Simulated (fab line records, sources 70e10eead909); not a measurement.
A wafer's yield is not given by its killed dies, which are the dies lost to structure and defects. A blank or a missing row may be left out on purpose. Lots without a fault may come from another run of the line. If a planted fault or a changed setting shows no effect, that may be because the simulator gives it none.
fab line records -- flow nand_harc
record: lots: 10, wafers: 30, last_day: 34
route steps=1302 shown A_CONTACT@1050 END@1302
lots that met no fault: from a run of the same line without faults
start_h: hours from the record's opening day to when the first of the lot's shown wafers began -- wait_h: time in hours since the lot's previous step -- " same as the row above -- L1.1+2: several wafers, shown together as one row -- - no value, or no start given -- * or withheld: withheld -- < > ~ a bound
route shown NAME@n: names a module that has steps shown in the file, with the first one's number in the route -- usual: mean/standard deviation taken from wafers without a fault -- same: alike in all rows -- chamber/n: place in a boat -- sites: each site's reading -- _std_site: their standard deviation -- _edge_site: the outer-site mean with the inner-site mean subtracted -- radius_mm: how far each site lies from the wafer's centre -- mask NAME#n: copy n -- behind: the most recent tool/chamber to have shaped the wafer -- hold: why the lot went on hold/how many hours it stayed there/how the hold came to an end -- device: the transistor (n, p or np) that didn't switch -- end of line: tests of these same wafers at the route's end -- a step given without rows: its recipe and nothing more -- killed: not the wafer's yield, but the dies lost to structure and defects at the first sort -- map: a wafer's dies, marking killed ones x, the rest . and places with no die _
set.NAME: the run value of the setting; set.NAME@STEP: its run value at that earlier step -- model.NAME: the simulator's own value behind a step, which no gauge read
route steps across a sampled set of lots; one table per step, one row per wafer
services: when a tool's chamber went out of use (start_h, in hours from the record's first day, below 0 if earlier), for how many hours, and the reason
== steps ==
step: NHARC_A_CONTACT_ETCH_127
recipe: source_w: withheld, pressure_mtorr: 20, bias_v: 3000, time_s: 197, target_depth_a: 19180, ar_flow_sccm: withheld, c4f8_flow_sccm: withheld, o2_flow_sccm: withheld, chemistry: C4F8/O2/Ar
usual: chamber_pressure_mTorr: 19.998/0.017
lot.wafer,tool,chamber,start_h,wait_h,chamber_pressure_mTorr,rf_hours_counter_h
L545.2,har_cap_etch-02,1,516.62,0.1,20.031,88
L545.3,har_cap_etch-02,1,516.62,0.1,20.016,-
L545.5,har_cap_etch-02,0,516.62,0.1,20.010,-
L544.3,har_cap_etch-01,1,523.12,0.1,20.022,-
L544.4,har_cap_etch-01,0,523.12,0.1,19.989,-
L544.5,har_cap_etch-01,1,523.12,0.1,19.981,-
L550.2,har_cap_etch-01,0,540.69,0.1,20.013,9
L550.1,har_cap_etch-01,1,540.69,0.1,19.994,9
L550.4,har_cap_etch-01,0,540.69,0.1,19.987,-
L549.2,har_cap_etch-03,0,548.46,0.1,19.988,48
L549.6,har_cap_etch-03,0,548.46,0.1,19.982,-
L549.5,har_cap_etch-03,1,548.46,0.1,19.996,-
L554.1,har_cap_etch-01,0,586.49,0.1,20.009,12
L554.3,har_cap_etch-01,1,586.49,0.1,20.005,-
L554.5,har_cap_etch-01,1,586.49,0.1,20.010,-
L560.1,har_cap_etch-02,1,663.07,0.1,19.995,117
L560.3,har_cap_etch-02,0,663.07,0.1,20.015,-
L560.6,har_cap_etch-02,1,663.07,0.1,19.979,-
L562.3,har_cap_etch-01,0,667.05,0.1,19.986,-
L562.4,har_cap_etch-01,1,667.05,0.1,20.020,-
L562.6,har_cap_etch-01,0,667.05,0.1,19.985,-
L564.1,har_cap_etch-01,1,684.03,0.1,20.000,33
L564.4,har_cap_etch-01,0,684.03,0.1,20.008,-
L564.3,har_cap_etch-01,1,684.03,0.1,19.936,-
L567.1,har_cap_etch-01,1,719.85,0.1,20.020,36
L567.2,har_cap_etch-01,0,719.85,0.1,19.973,36
L567.5,har_cap_etch-01,0,719.85,0.1,19.990,-
L565.3,har_cap_etch-01,1,740.37,0.1,19.996,-
L565.4,har_cap_etch-01,0,740.37,0.1,19.985,-
L565.6,har_cap_etch-01,1,740.37,0.1,19.975,-
step: NHARC_A_CONTACT_STRIP_82
recipe: o2_flow_sccm: 500, ar_flow_sccm: 0, bias_w: 0, chemistry: O2
usual: chamber_pressure_mTorr: 60.00/0.053, drypump_motor_current_A: 5.9/0.3, mfc_ar_sccm: 0.005/0.0073, o2_flow_sccm: 499.9/1.5, oes_product_au: 1.002/0.0099, rf_vpp_V: 57.8/0.9, showerhead_plenum_p_Torr: 3.57/0.14, throttle_valve_pct: 17.038/0.009
lot.wafer,tool,chamber,start_h,wait_h,chamber_pressure_mTorr,drypump_motor_current_A,mfc_ar_sccm,o2_flow_sccm,oes_product_au,rf_hours_counter_h,rf_vpp_V,showerhead_plenum_p_Torr,throttle_valve_pct
L545.2,rie_diel-01,1,-,-,59.95,5.9,0,500.6,0.999,47,58.3,3.55,17.034
L545.3,rie_diel-01,2,-,-,59.99,6.2,0,499.9,1.006,40,56.4,3.29,17.028
L545.5,rie_diel-01,0,-,-,60.10,5.4,0.018,497.9,1.006,-,57.2,3.78,17.030
L544.3,rie_diel-01,2,-,-,60.06,6.2,0,500.4,1.018,42,57.2,3.29,17.057
L544.4,rie_diel-01,3,-,-,60.05,5.7,0,498.3,0.988,42,57.7,3.40,17.037
L544.5,rie_diel-01,1,-,-,60.03,5.9,0,498.9,1.004,-,57.6,3.55,17.043
L550.1,rie_diel-01,3,-,-,60.09,5.7,0,500.6,0.996,47,57.7,3.39,17.046
L550.2,rie_diel-01,0,-,-,60.14,5.4,0.018,500.1,1.007,53,58.6,3.78,17.045
L550.4,rie_diel-01,1,-,-,59.92,5.9,0,502.8,1.021,56,57.1,3.55,17.044
L549.2,rie_diel-04,1,-,-,59.96,6.1,0,500.0,1.015,1,57.2,3.55,17.037
L549.6,rie_diel-04,1,-,-,59.94,6.1,0,501.1,1.007,-,58.5,3.55,17.037
L549.5,rie_diel-04,2,-,-,60.11,6.0,0.013,501.5,1.002,-,58.2,3.70,17.047
L554.1,rie_diel-04,3,-,-,59.98,6.0,0,502.8,0.996,5,58.3,3.69,17.040
L554.3,rie_diel-04,1,-,-,60.01,6.1,0,498.6,1.007,5,58.2,3.55,17.045
L554.5,rie_diel-04,3,-,-,60.04,6.0,0,498.7,1.001,-,59.2,3.69,17.041
L560.1,rie_diel-01,0,-,-,59.96,5.4,0.018,499.0,0.990,30,59.0,3.76,17.019
L560.3,rie_diel-01,1,-,-,60.02,5.9,0,501.2,1.002,27,59.1,3.53,17.051
L560.6,rie_diel-01,0,-,-,59.94,5.4,0.018,500.1,0.998,-,58.4,3.76,17.050
L562.4,rie_diel-01,1,-,-,59.98,5.9,0,500.3,1.001,31,57.7,3.53,17.037
L562.3,rie_diel-01,3,-,-,59.95,5.7,0,494.5,0.990,34,57.3,3.37,17.038
L562.6,rie_diel-01,0,-,-,59.93,5.4,0.018,499.9,0.997,-,57.9,3.76,17.036
L564.3,rie_diel-04,3,-,-,59.97,6.0,0,500.5,0.989,26,57.9,3.68,17.039
L564.4,rie_diel-04,0,-,-,59.98,6.4,0,502.1,0.987,18,58.2,3.52,17.037
L564.1,rie_diel-04,1,-,-,59.96,6.1,0,498.7,1.003,26,57.2,3.54,17.020
L567.2,rie_diel-08,3,-,-,59.97,5.8,0,500.1,1.006,56,56.4,3.42,17.032
L567.1,rie_diel-08,0,-,-,59.96,5.4,0.009,499.5,1.023,60,58.4,3.52,17.041
L567.5,rie_diel-08,2,-,-,59.95,5.6,0,498.2,1.011,-,57.9,3.41,17.044
L565.3,rie_diel-08,3,-,-,60.03,5.8,0,500.5,1.013,4,58.7,3.42,17.046
L565.4,rie_diel-08,0,-,-,59.98,5.4,0.009,498.7,1.017,-,58.4,3.52,17.053
L565.6,rie_diel-08,3,-,-,60.01,5.8,0,499.6,1.016,-,56.5,3.42,17.023
step: NHARC_A_CONTACT_EXPOSE_05
recipe: na: 1.35, sigma_outer: 0.8, dose_mj: 84.24, mask_id: A_CC
usual: exposure_dose_mJ_cm2: 84.7/0.69
lot.wafer,tool,chamber,start_h,wait_h,mask,exposure_dose_mJ_cm2
L545.2,arfi_scanner-03,0,525.70,-,A_CC#0,84.0
L545.3,arfi_scanner-03,0,525.70,-,A_CC#0,84.2
L545.5,arfi_scanner-03,0,525.70,-,A_CC#0,84.2
L544.3,arfi_scanner-01,0,529.51,-,A_CC#0,85.7
L544.4,arfi_scanner-01,0,529.51,-,A_CC#0,85.6
L544.5,arfi_scanner-01,0,529.51,-,A_CC#0,85.5
L550.1,arfi_scanner-03,0,547.60,-,A_CC#0,84.2
L550.2,arfi_scanner-03,0,547.60,-,A_CC#0,84.1
L550.4,arfi_scanner-03,0,547.60,-,A_CC#0,84.2
L549.2,arfi_scanner-01,0,553.86,-,A_CC#0,85.6
L549.5,arfi_scanner-01,0,553.86,-,A_CC#0,85.6
L549.6,arfi_scanner-01,0,553.86,-,A_CC#0,85.7
L554.1,arfi_scanner-01,0,591.83,-,A_CC#0,85.7
L554.3,arfi_scanner-01,0,591.83,-,A_CC#0,85.6
L554.5,arfi_scanner-01,0,591.83,-,A_CC#0,85.7
L560.1,arfi_scanner-02,0,676.11,-,A_CC#0,70.2
L560.3,arfi_scanner-02,0,676.11,-,A_CC#0,70.2
L560.6,arfi_scanner-02,0,676.11,-,A_CC#0,70.2
L562.3,arfi_scanner-02,0,678.04,-,A_CC#0,73.0
L562.4,arfi_scanner-02,0,678.04,-,A_CC#0,72.9
L562.6,arfi_scanner-02,0,678.04,-,A_CC#0,72.9
L564.1,arfi_scanner-01,0,690.07,-,A_CC#0,85.8
L564.3,arfi_scanner-01,0,690.07,-,A_CC#0,85.6
L564.4,arfi_scanner-01,0,690.07,-,A_CC#0,85.6
L567.1,arfi_scanner-01,0,726.13,-,A_CC#0,85.7
L567.2,arfi_scanner-01,0,726.13,-,A_CC#0,85.7
L567.5,arfi_scanner-01,0,726.13,-,A_CC#0,85.6
L565.3,arfi_scanner-03,0,746.30,-,A_CC#0,84.3
L565.4,arfi_scanner-03,0,746.30,-,A_CC#0,84.3
L565.6,arfi_scanner-03,0,746.30,-,A_CC#0,84.1
step: NHARC_A_CONTACT_CD_MEAS_08
recipe: target_cd_nm: 200, landing_energy_ev: 500
usual: cd_nm: 199.9/0.64
lot.wafer,tool,chamber,start_h,wait_h,hold,cd_nm
L545.2,cd_sem-03,0,525.84,-,-,201.0
L545.3,cd_sem-03,0,525.84,-,-,200.6
L545.5,cd_sem-03,0,525.84,-,-,200.5
L544.3,cd_sem-03,0,529.65,-,-,199.6
L544.4,cd_sem-03,0,529.65,-,-,198.8
L544.5,cd_sem-03,0,529.65,-,-,199.8
L550.1,cd_sem-01,0,547.74,-,-,199.5
L550.2,cd_sem-01,0,547.74,-,-,200.9
L550.4,cd_sem-01,0,547.74,-,-,199.7
L549.2,cd_sem-03,0,554.00,-,-,201.4
L549.5,cd_sem-03,0,554.00,-,-,199.7
L549.6,cd_sem-03,0,554.00,-,-,200.7
L554.1,cd_sem-03,0,591.97,-,-,199.8
L554.3,cd_sem-03,0,591.97,-,-,199.2
L554.5,cd_sem-03,0,591.97,-,-,199.0
L560.1,cd_sem-02,0,676.25,-,await_dispo/0.2h/release,188.8
L560.3,cd_sem-02,0,676.25,-,await_dispo/0.2h/release,187.7
L560.6,cd_sem-02,0,676.25,-,await_dispo/0.2h/release,189.0
L560.1,cd_sem-02,0,-,-,-,188.1
L560.3,cd_sem-02,0,-,-,-,187.9
L560.6,cd_sem-02,0,-,-,-,189.0
L562.3,cd_sem-03,0,678.18,-,await_dispo/0.2h/release,190.6
L562.4,cd_sem-03,0,678.18,-,await_dispo/0.2h/release,190.9
L562.6,cd_sem-03,0,678.18,-,await_dispo/0.2h/release,189.7
L562.3,cd_sem-03,0,-,-,-,189.9
L562.4,cd_sem-03,0,-,-,-,190.8
L562.6,cd_sem-03,0,-,-,-,189.8
L564.1,cd_sem-03,0,690.21,-,-,199.4
L564.3,cd_sem-03,0,690.21,-,-,199.0
L564.4,cd_sem-03,0,690.21,-,-,199.4
L567.1,cd_sem-02,0,726.27,-,-,199.5
L567.2,cd_sem-02,0,726.27,-,-,199.0
L567.5,cd_sem-02,0,726.27,-,-,199.1
L565.3,cd_sem-01,0,746.44,-,-,200.3
L565.4,cd_sem-01,0,746.44,-,-,200.2
L565.6,cd_sem-01,0,746.44,-,-,201.0
step: NHARC_A_CONTACT_ETCH_31
recipe: target_depth_a: 28000, over_etch_frac: 0.3, time_s: 728, ion_energy_ev: 150, o2_flow_sccm: 400, cos_flow_sccm: 20, ar_flow_sccm: 0, rf_w: 500, bias_w: 300, chemistry: O2/COS
usual: chamber_pressure_mTorr: 19.999/0.019, drypump_motor_current_A: 5.92/0.29, mfc_ar_sccm: 0.004/0.0067, o2_flow_sccm: 399.9/1.1, oes_product_au: 1.003/0.0098, rf_vpp_V: 314.8/1.8, showerhead_plenum_p_Torr: 3.16/0.12, throttle_valve_pct: 28.330/0.0088
lot.wafer,tool,chamber,start_h,wait_h,chamber_pressure_mTorr,drypump_motor_current_A,mfc_ar_sccm,o2_flow_sccm,oes_product_au,rf_hours_counter_h,rf_vpp_V,showerhead_plenum_p_Torr,throttle_valve_pct
L545.3,rie_diel-08,2,-,-,19.986,5.61,0,401.2,1.006,54,312.4,3.04,28.336
L545.2,rie_diel-08,3,-,-,19.997,5.82,0,401.1,1.009,52,313.4,3.06,28.325
L545.5,rie_diel-08,0,-,-,19.986,5.36,0.009,401.1,1.012,-,315.6,3.15,28.322
L544.3,rie_diel-01,2,-,-,19.994,6.19,0,401.0,1.027,43,312.2,2.90,28.340
L544.4,rie_diel-01,3,-,-,19.976,5.68,0,400.7,0.988,43,313.2,3.00,28.331
L544.5,rie_diel-01,1,-,-,19.986,5.87,0,401.4,1.003,-,314.8,3.14,28.323
L550.1,rie_diel-01,1,-,-,19.988,5.89,0,400.0,1.000,57,315.7,3.14,28.334
L550.4,rie_diel-01,2,-,-,20.017,6.21,0,399.0,1.010,49,311.1,2.90,28.339
L550.2,rie_diel-01,3,-,-,19.999,5.68,0,400.0,0.991,48,312.8,3.00,28.310
L549.2,rie_diel-01,2,-,-,20.026,6.21,0,400.8,1.016,52,310.4,2.90,28.310
L549.5,rie_diel-01,1,-,-,19.967,5.92,0,398.4,0.994,-,316.1,3.14,28.325
L549.6,rie_diel-01,2,-,-,19.994,6.20,0,400.4,1.018,-,311.4,2.90,28.341
L554.1,rie_diel-04,2,-,-,20.006,5.99,0.013,400.2,1.004,7,315.3,3.27,28.343
L554.3,rie_diel-04,3,-,-,19.997,5.97,0,399.8,0.994,7,315.8,3.27,28.323
L554.5,rie_diel-04,3,-,-,20.017,5.97,0,398.9,0.995,-,316.3,3.27,28.334
L560.3,rie_diel-08,0,-,-,19.997,5.35,0.009,399.6,1.020,45,314.9,3.12,28.327
L560.1,rie_diel-08,1,-,-,19.999,5.59,0.018,399.3,1.000,43,314.2,3.18,28.327
L560.6,rie_diel-08,0,-,-,19.999,5.36,0.009,400.7,1.023,-,314.7,3.12,28.331
L562.4,rie_diel-04,1,-,-,20.019,6.10,0,398.8,1.003,24,314.1,3.13,28.312
L562.3,rie_diel-04,2,-,-,19.992,6.01,0.013,400.8,0.991,23,315.4,3.26,28.313
L562.6,rie_diel-04,2,-,-,19.987,6.00,0.013,400.9,1.000,-,316.6,3.26,28.324
L564.1,rie_diel-04,3,-,-,20.012,5.97,0,401.7,1.001,26,316.3,3.26,28.320
L564.3,rie_diel-04,0,-,-,19.998,6.43,0,400.2,1.004,19,313.3,3.11,28.326
L564.4,rie_diel-04,1,-,-,20.016,6.14,0,400.0,1.002,26,314.8,3.13,28.338
L567.2,rie_diel-04,3,-,-,19.990,5.99,0,400.2,1.003,2,316.4,3.26,28.331
L567.1,rie_diel-04,0,-,-,19.983,6.35,0,399.0,0.998,2,314.8,3.11,28.335
L567.5,rie_diel-04,2,-,-,19.999,6.03,0.013,398.6,0.996,-,315.0,3.26,28.330
L565.4,rie_diel-01,2,-,-,20.010,6.20,0,401.4,1.007,2,317.5,3.35,28.314
L565.3,rie_diel-01,0,-,-,19.972,5.44,0.018,399.7,1.002,2,316.6,3.32,28.340
L565.6,rie_diel-01,2,-,-,20.013,6.17,0,400.1,1.009,-,318.6,3.35,28.328
step: NHARC_END_SORT_01
recipe: temp_c: 25
usual: killed_at_array: 41/10, killed_at_other: 0.8/0.91, killed_at_periphery: 4.2/2.9, killed_dies: 46/10, killed_open: 3.5/2.1, killed_short: 2.5/1.6
same: gross_dies: 677
lot.wafer,tool,chamber,start_h,wait_h,killed_at_array,killed_at_other,killed_at_periphery,killed_dies,killed_open,killed_short
L560.1,prober-02,0,740.85,2.5,70,0,1,71,2,2
L560.3,prober-02,0,742.49,3.2,62,1,0,63,2,3
L560.6,prober-02,0,744.94,4.1,47,0,4,51,2,2
L562.3,prober-01,0,745.70,3.1,52,1,8,61,5,3
L562.4,prober-01,0,746.51,3.4,55,1,6,62,1,5
L562.6,prober-01,0,748.11,4.0,47,0,2,49,4,1
killed by level:class
L560.1 A_CHANNEL_HOLE_D1:chamber_film_flake=19 A_SLIT:chamber_film_flake=14 A_CONTACT:chamber_film_flake=12 A_CHANNEL_HOLE_D2:chamber_film_flake=11 A_STAIRCASE:chamber_film_flake=6 A_M0:geometric_particle:open=2 A_CHANNEL_FILL_D1:chamber_film_flake=2 A_ONON_D1:geometric_particle:short=1
L560.3 A_SLIT:chamber_film_flake=16 A_CHANNEL_HOLE_D1:chamber_film_flake=13 A_CONTACT:chamber_film_flake=10 A_CHANNEL_HOLE_D2:chamber_film_flake=9 A_CHANNEL_FILL_D1:chamber_film_flake=3 A_BONDPAD:chamber_film_flake=3 A_ONON_D2:geometric_particle:short=1 A_CHANNEL_HOLE_D2:geometric_particle:short=1
L560.6 A_CHANNEL_HOLE_D1:chamber_film_flake=19 A_SLIT:chamber_film_flake=13 A_CONTACT:chamber_film_flake=4 A_CHANNEL_HOLE_D2:chamber_film_flake=3 A_STAIRCASE:chamber_film_flake=3 A_ONON_D1:geometric_particle:short=2 P_GATE:chamber_film_flake=2 P_CONTACT:geometric_particle:open=1
L562.3 A_CHANNEL_HOLE_D1:chamber_film_flake=19 A_SLIT:chamber_film_flake=12 A_STAIRCASE:chamber_film_flake=7 A_CHANNEL_HOLE_D2:chamber_film_flake=5 A_CONTACT:chamber_film_flake=4 P_ZERO_WELL:chamber_film_flake=3 P_GATE:geometric_particle:open=2 P_M0:geometric_particle:open=2
L562.4 A_CHANNEL_HOLE_D1:chamber_film_flake=19 A_SLIT:chamber_film_flake=14 A_CHANNEL_HOLE_D2:chamber_film_flake=8 A_CONTACT:chamber_film_flake=5 A_STAIRCASE:chamber_film_flake=4 P_ZERO_WELL:chamber_film_flake=2 P_CONTACT:geometric_particle:short=1 P_BONDPAD:geometric_particle:short=1
L562.6 A_CHANNEL_HOLE_D1:chamber_film_flake=23 A_SLIT:chamber_film_flake=15 A_CHANNEL_HOLE_D2:chamber_film_flake=2 P_CONTACT:geometric_particle:open=1 A_DECK1_JOINT:geometric_particle:open=1 A_ONON_D2:geometric_particle:open=1 A_WL_FILL:geometric_particle:open=1 A_WL_FILL:geometric_particle:short=1
== services ==
tool,chamber,start_h,hours,kind
arfi_scanner-02,-,492.70,4.0,pm
har_cap_etch-01,-,498.07,17.0,pm
rie_diel-08,-,498.61,5.7,repair
rie_diel-04,3,502.59,2.6,repair
rie_diel-04,-,531.99,9.0,pm
arfi_scanner-03,-,540.00,4.0,pm
arfi_scanner-03,-,545.40,0.6,repair
rie_diel-08,-,548.91,9.0,pm
rie_diel-01,-,557.90,9.0,pm
rie_diel-04,1,562.54,2.9,repair
rie_diel-04,0,572.98,42.3,repair
rie_diel-01,-,591.56,0.6,repair
arfi_scanner-01,-,596.00,4.0,pm
arfi_scanner-01,-,642.57,9.7,repair
arfi_scanner-01,-,658.13,2.4,repair
arfi_scanner-02,-,659.63,0.7,repair
rie_diel-01,3,694.14,21.7,repair
rie_diel-01,0,704.05,3.3,repair
rie_diel-04,-,708.99,9.0,pm
arfi_scanner-03,-,712.00,4.0,pm
rie_diel-01,0,714.89,28.9,repair
rie_diel-08,-,725.94,9.0,pm
rie_diel-01,-,734.92,9.0,pm
rie_diel-08,2,741.91,6.8,repair
== key ==
first_sign: step: NHARC_A_CONTACT_EXPOSE_05, reading: exposure_dose_mJ_cm2, direction: down, sigmas: 19, usual: 84.7, struck: 71.6
effect: step: NHARC_A_CONTACT_CD_MEAS_08, reading: visit, direction: added, through: control_loop
effect: step: NHARC_A_CONTACT_CD_MEAS_08, reading: cd_nm, direction: down, sigmas: 16, usual: 199.9, struck: 189.5, through: control_loop
met_at NHARC_A_CONTACT_EXPOSE_05
struck_lots L560,L562
tester_left_out L560,L562
loop_trim: step: NHARC_A_CONTACT_EXPOSE_05, setting: dose, lots: L562
not_acting_at NHARC_A_CONTACT_ETCH_127,NHARC_A_CONTACT_STRIP_82,NHARC_A_CONTACT_ETCH_31
fault: kind: process_parameter_drift, tool: arfi_scanner-02, chamber: -, onset_h: 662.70, steps: NHARC_A_CONTACT_EXPOSE_05, channel: dose_mj, offset: -14.055, shape: step, acts_in: these_recipes_only, stated: 84.24
tester_left_out: of these lots the tester's yield and bins aren't shown, on N5 and GAA mostly nor the transistor test; their killed dies are dies lost to structure and defects alone, not to doping, threshold or leakage, so they don't give the yield
loop_trim: a control loop set the setting to another value than it would have without faults
